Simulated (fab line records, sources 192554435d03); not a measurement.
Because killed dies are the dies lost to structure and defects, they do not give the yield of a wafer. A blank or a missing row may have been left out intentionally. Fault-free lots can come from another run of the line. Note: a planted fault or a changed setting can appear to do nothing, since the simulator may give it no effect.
A lot that was struck, set against a sound lot -- flow n5-finfet -- 36 out of 1938 route steps
Sound: wafers L905.3, L905.5, L905.6. Struck: wafer L902.5 (L902.1, L902.6, from the same lot, were not struck and are left out); the cause is given at the end.
Order at every step that has rows: each side's tool, ch and its chambers, its first start. Under that, the readings that differ: sound wafers -- struck wafers -- difference of the means -- sigmas: that difference in standard deviations of wafers without a fault.
alike: words and numbers the same on both sides, and readings whose means are apart by under 2 such deviations; not compared: readings that were withheld, readings missing a value for some wafer, numbers with overlapping values and no deviation given by the record, and bounds like >300 which may hide the same value.
The two part at a step that has a row with sigmas, a row that says differs or no value, or rows on one side only. Non-overlapping numbers with no deviation appear without sigmas and do not part them. Lack of a reading on every wafer of one side parts them only where that side has two or more wafers.

first, 9 steps without rows for these wafers: N5_BEOL_M4_ANNEAL_95 (time 240 s); N5_BEOL_M4_SPUTTER_96 (material Cu, target thk 4.5 nm, time 8.29 s); N5_BEOL_M4_ECD_50 (material Cu, target thk 300 nm); N5_BEOL_M4_ANNEAL_51 (time 90 s); N5_BEOL_M4_CMP_52 (polishes, stops on SiOC, t overpolish 6.8 s, target thk 40 nm); N5_BEOL_M4_PRE_CLEAN_60 (time 15 s); N5_BEOL_M4_CO_CAP_55 (material Co, precursor CCTBA/H2, target thk 2 nm, time 102.1 s); N5_BEOL_M4_PRE_CLEAN_56 (time 15 s); N5_BEOL_M4_DEP_57 (deposits SiCN from 3MS/NH3, target thk 8 nm, time 14 s).
N5_BEOL_M4_RC_MEAS_101:
  sound on prober-01 ch 0, day 14 06:02; struck on prober-02 ch 0, day 13 23:23
  alike: DIBL_N, DIBL_P, IOFF_N, IOFF_P, ION_N, ION_P, SS_N, SS_P, VT_N, VT_P
then, 24 steps without rows for these wafers: N5_BEOL_M5_ILD_DEP_00 (deposits SiCOH lowk from DEMS/porogen, target thk 140.64 nm, time 25.9 s); N5_BEOL_M5_CURE_79 (cures SiCOH lowk, time 240 s); N5_BEOL_M5_PECVD_70 (deposits SiO2 from TEOS/O2, target thk 16 nm, time 18 s); N5_BEOL_M5_HM_DEP_02 (deposits TiN, target thk 20 nm); N5_BEOL_M5_COAT_59 (time 60 s, resist thk 60 nm); N5_BEOL_M5_COAT_60 (time 60 s, resist thk 12 nm); N5_BEOL_M5_COAT_71 (time 60 s, resist thk 5 nm); N5_BEOL_M5_COAT_05 (resist thk 30 nm); N5_BEOL_M5_EBR_07; N5_BEOL_M5_SOFTBAKE_06 (time 60 s); N5_BEOL_M5_EXPOSE_08 (exposes mask M5, target cd 28 nm); N5_BEOL_M5_PEB_09 (peb time 60 s); N5_BEOL_M5_DEVELOP_10 (develop time 30 s); N5_BEOL_M5_DESCUM_16 (chemistry O2, time 7 s); N5_BEOL_M5_ETCH_72 (etches underlayer in N2/H2, target depth 6.5 nm, time 5.2 s); N5_BEOL_M5_ETCH_61 (etches SiARC in CF4, target depth 15.6 nm, time 26 s); N5_BEOL_M5_ETCH_62 (etches SOC in N2/H2, target depth 75 nm, overetch 15 nm, time 112.5 s); N5_BEOL_M5_STRIP_63 (strips in N2/H2); N5_BEOL_M5_STRIP_73 (strips in N2/H2); N5_BEOL_M5_STRIP_64 (strips in CF4); N5_BEOL_M5_HM_OPEN_17 (chemistry Cl2/BCl3, target TiN, target depth 20 nm, overetch 6 nm); N5_BEOL_M5_STRIP_19 (strips in O2); N5_BEOL_M5_COAT_65 (time 60 s, resist thk 60 nm); N5_BEOL_M5_COAT_66 (time 60 s, resist thk 12 nm).
-- the record jumps here: 4 days lie between the struck wafers' starts before and after (it left off in module BEOL_M5 and takes up again in module PASSIVATION, whose first step shown is number 1930 of the route) --
N5_PASSIVATION_ETCH_54: etches SiO2 in CHF3/O2, target depth 880 nm, time 440 s.
  sound on rie-diel-05 ch 1,2, day 18 09:59; struck on rie-diel-06 ch 0, day 18 01:12
reading,sound,struck,difference,sigmas
model.PASSIVATION.feature-depth-nm (nm),858.8 862 859,776,-84,
model.etch.depth-nm (nm),858.8 862.1 859,776.1,-83.9,
  alike: drypump-motor-current-A, oes-product-au, rf-vpp-V, showerhead-plenum-p-Torr, throttle-valve-pct
  not compared: rf-fwd-power-W, rf-hours-counter-h
N5_PASSIVATION_PROBE_49:
  sound: prober-01 at day 18 12:52; struck: prober-01 at day 18 04:11
reading,sound,struck,difference,sigmas
killed_at_M0_to_M3,35 28 54,15,-24,-2
killed-at-other,3 7 4,50,+45,+18
killed-on-rim,16 13 16,38,+23,+5
sort_bin_5_function (%),4.3 5.9 5.7,7.6,+2.3,+3
sort_bin_6_memory (%),3.9 2.5 3.3,1.9,-1.3,-2
  alike: defect-limited-yield, killed_at_M4_up, killed-at-contacts, killed-at-front-end, killed-dies, killed-open, killed-short, sort-n-pass, sort-yield-pct

== WHERE THEY PART ==
Only at N5_PASSIVATION_PROBE_49, as far as this record shows.

WHY: the cause the simulator had injected
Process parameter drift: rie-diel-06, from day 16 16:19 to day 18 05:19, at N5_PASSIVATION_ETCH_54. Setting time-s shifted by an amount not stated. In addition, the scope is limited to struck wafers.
